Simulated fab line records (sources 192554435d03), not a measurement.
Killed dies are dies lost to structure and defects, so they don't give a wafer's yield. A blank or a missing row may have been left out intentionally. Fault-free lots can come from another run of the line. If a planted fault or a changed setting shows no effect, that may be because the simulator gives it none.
Split-lot trial ; flow n5Finfet ; 39 wafers read from 7 lots, route of 1938 steps

== ON THE SPLIT ==
At N5_BEOL_M15_ETCH_61 (etches BARC in N2/H2, target depth 89 nm, overetch 26.7 nm, time 67.9 s), the setting timeS was moved away from the recipe's 67.9 s on 6 of the 39 wafers read, by -50.4% to +33.9%. The other wafers ran this setting at the recipe's value.

There is no step in the file separating the split from the reading.

== THE READING ==
coat_of_BEOL_M15_COAT_22.thkNm (the simulator's own value, which no gauge read), in nm, at N5_BEOL_M15_TRENCH_ETCH_34 (etches SiO2 in C4F8/O2/Ar, target depth 872.93 nm, time 199 s). No usual value for it is given in the file. The 33 wafers here that ran the recipe average 540.4 nm, standard deviation 5.8 nm.

wafer;tool, chamber at the split;timeS as run, s;against the recipe;coat_of_BEOL_M15_COAT_22.thkNm, nm;against lot-mates on the recipe
L078.1;rieDiel-05, 1;67.9;recipe;540.6;-
L078.2;rieDiel-05, 2;67.9;recipe;543.8;-
L078.3;rieDiel-05, 0;33.69;-50.4%;578.8;+36.4
L078.4;rieDiel-05, 1;67.9;recipe;542.8;-
L078.5;rieDiel-05, 2;33.69;-50.4%;572.2;+29.8
L078.6;rieDiel-05, 0;33.69;-50.4%;582;+39.6
L079.4;rieDiel-04, 1,0;67.9;recipe;542.4;-
L079.5;rieDiel-04, 3;67.9;recipe;534.8;-
L079.6;rieDiel-04, 1,0;67.9;recipe;536.6;-
L086.1;rieDiel-01, 3;67.9;recipe;541.6;-
L086.2;rieDiel-01, 0;67.9;recipe;544.8;-
L086.6;rieDiel-01, 0;67.9;recipe;544.8;-
L086.3;rieDiel-01, 1;67.9;recipe;550;-
L086.4;rieDiel-01, 2;67.9;recipe;541;-
L086.5;rieDiel-01, 3;67.9;recipe;544;-
L091.1;rieDiel-05, 0;67.9;recipe;546.6;-
L091.2;rieDiel-05, 2;67.9;recipe;538.2;-
L091.3;rieDiel-05, 3;67.9;recipe;537.2;-
L091.4;rieDiel-05, 1;67.9;recipe;536.2;-
L091.5;rieDiel-05, 0;67.9;recipe;548.4;-
L091.6;rieDiel-05, 1;67.9;recipe;538.8;-
L090.1;rieDiel-04, 1;67.9;recipe;534.6;-
L090.3;rieDiel-04, 2;67.9;recipe;534.6;-
L090.2;rieDiel-04, 3;67.9;recipe;530.6;-
L090.4;rieDiel-04, 3;67.9;recipe;525.6;-
L090.5;rieDiel-04, 2;67.9;recipe;535.4;-
L090.6;rieDiel-04, 1;67.9;recipe;535.8;-
L089.1;rieDiel-01, 1;67.9;recipe;547.2;-
L089.2;rieDiel-01, 2,3,0;90.9;+33.9%;521;-24.3
L089.3;rieDiel-01, 2,3,0;90.9;+33.9%;521;-24.3
L089.4;rieDiel-01, 0;67.9;recipe;542.6;-
L089.5;rieDiel-01, 2,3,0;90.9;+33.9%;523.8;-21.5
L089.6;rieDiel-01, 3;67.9;recipe;546.2;-
L096.1;rieDiel-05, 3;67.9;recipe;537.8;-
L096.5;rieDiel-05, 3;67.9;recipe;537.8;-
L096.2;rieDiel-05, 0;67.9;recipe;550;-
L096.3;rieDiel-05, 2;67.9;recipe;537.4;-
L096.4;rieDiel-05, 1;67.9;recipe;535.6;-
L096.6;rieDiel-05, 0;67.9;recipe;551;-
The file does not say which wafer passed through which chamber wherever a row lists several chambers: such a row stands for several wafers.

THE FIT
A straight line over all 39 wafers: coat_of_BEOL_M15_COAT_22.thkNm changes by -0.676 nm for each +1% of timeS; r = -0.90; the points scatter about the line by 5.8 nm.
The same after taking each lot's own level away (the mean of its wafers on the recipe; 39 wafers): -0.697 nm for each +1%; r = -0.95; scatter 4.1 nm.
Per that fit: largest timeS move, reading shift of 35 nm.
Across the lots, their own levels run from 532.77 to 545.33 nm, a range of 2.2 times the standard deviation given above.
Hence the lot-to-lot level has little effect on the slope; both slopes agree.
Check: for one of the wafers moved furthest among these (-50.4%), held out of the fit, the line's prediction against its lot-mates is +34.7 nm. It came out at +36.4 nm against them.

== OTHER SPLITS APPLIED TO THESE WAFERS ==
These wafers also went through other splits before the reading. Each is held against what the fit with the lots' levels taken away leaves over:
other split on the same wafers;wafers away from the commonest value;r with coat_of_BEOL_M15_COAT_22.thkNm (lot level and that fit taken away)
N5_BEOL_M7_DEP_56 targetThkA;12;+0.02
N5_BEOL_M9_ETCH_66 timeS;18;+0.00
N5_BEOL_M11_TRENCH_ETCH_37 targetDepthA;18;+0.02

== THE WHOLE CHAIN: every reading that the file lists as answering this split, in the file's order ==
step;what it does;reading;change (the file's fit);r (the file's)
N5_BEOL_M15_ETCH_61;etches BARC in N2/H2, target depth 89 nm, overetch 26.7 nm, time 67.9 s;coat_of_BEOL_M15_COAT_22.thkNm (the simulator's own value, which no gauge read);-0.64 nm for each +1% of the setting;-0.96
N5_BEOL_M15_TRENCH_ETCH_34;etches SiO2 in C4F8/O2/Ar, target depth 872.93 nm, time 199 s;coat_of_BEOL_M15_COAT_22.thkNm (the simulator's own value, which no gauge read);-0.697 nm for each +1% of the setting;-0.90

== THE FILE'S OWN FIT ==
coat_of_BEOL_M15_COAT_22.thkNm changes by -0.697 nm for each +1% of timeS, r = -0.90.
